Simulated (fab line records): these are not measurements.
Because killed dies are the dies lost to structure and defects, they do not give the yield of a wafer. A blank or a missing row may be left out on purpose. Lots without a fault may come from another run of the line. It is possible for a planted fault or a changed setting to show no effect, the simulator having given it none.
One fault seen from 2 desks :: flow nand harc :: numbers are kept per desk, each desk with only its own; the story behind them comes last

THE TOOL OWNER'S DESK: pvd sputter-01
The tool's own readings at NHARC_A_BONDPAD_PVD_27 (deposits Cu, target thk 30 nm, time 20.49 s): means of the sampled wafers that have a number, for each lot that ran on this tool. If a lot's mean is further than 4 standard deviations from the usual mean, the lot is out of limits and carries the mark OUT (the distance appears in the brackets).
Columns: A = substrate temp c at NHARC_A_BONDPAD_PVD_27, usual 30.00 C; B = throttle valve pct at NHARC_A_BONDPAD_PVD_27, usual 29.5 %
lot: L783
first seen here: day 25 16:41
A: 30.00
B: 29.6

lot: L798
first seen here: day 31 10:37
A: 29.96
B: 29.8
Finding of this desk: none of the 2 lots has anything out of limits.

THE DEFECT DESK
Counts from the inspections along the route, per lot, as means over the sampled wafers that have a number. If a lot's mean is further than 4 standard deviations from the usual mean, the lot is out of limits and carries the mark OUT (the distance appears in the brackets).
Columns: A = raw defect count at NHARC_THIN_TSV_INSPECT_40, usual 559
lot: L780
first seen here: day 24 17:21
A: 560

lot: L778
first seen here: day 24 17:22
A: 589

lot: L779
first seen here: day 24 17:22
A: 514

lot: L781
first seen here: day 25 09:28
A: 676

lot: L783
first seen here: day 26 21:26
A: 584

lot: L786
first seen here: day 26 21:26
A: 530

lot: L784
first seen here: day 27 03:23
A: 525

lot: L785
first seen here: day 28 08:43
A: 583

lot: L788
first seen here: day 28 12:39
A: 608

lot: L789
first seen here: day 28 12:39
A: 558

lot: L790
first seen here: day 29 11:47
A: 611

lot: L792
first seen here: day 30 04:31
A: 613

lot: L798
first seen here: day 32 17:23
A: 420
Finding of this desk: none of the 13 lots has anything out of limits.

BROUGHT TOGETHER
Nothing out of limits was seen by the tool owner's desk.
Nothing out of limits was seen by the defect desk.

WHAT THE SIMULATOR HAD INSERTED
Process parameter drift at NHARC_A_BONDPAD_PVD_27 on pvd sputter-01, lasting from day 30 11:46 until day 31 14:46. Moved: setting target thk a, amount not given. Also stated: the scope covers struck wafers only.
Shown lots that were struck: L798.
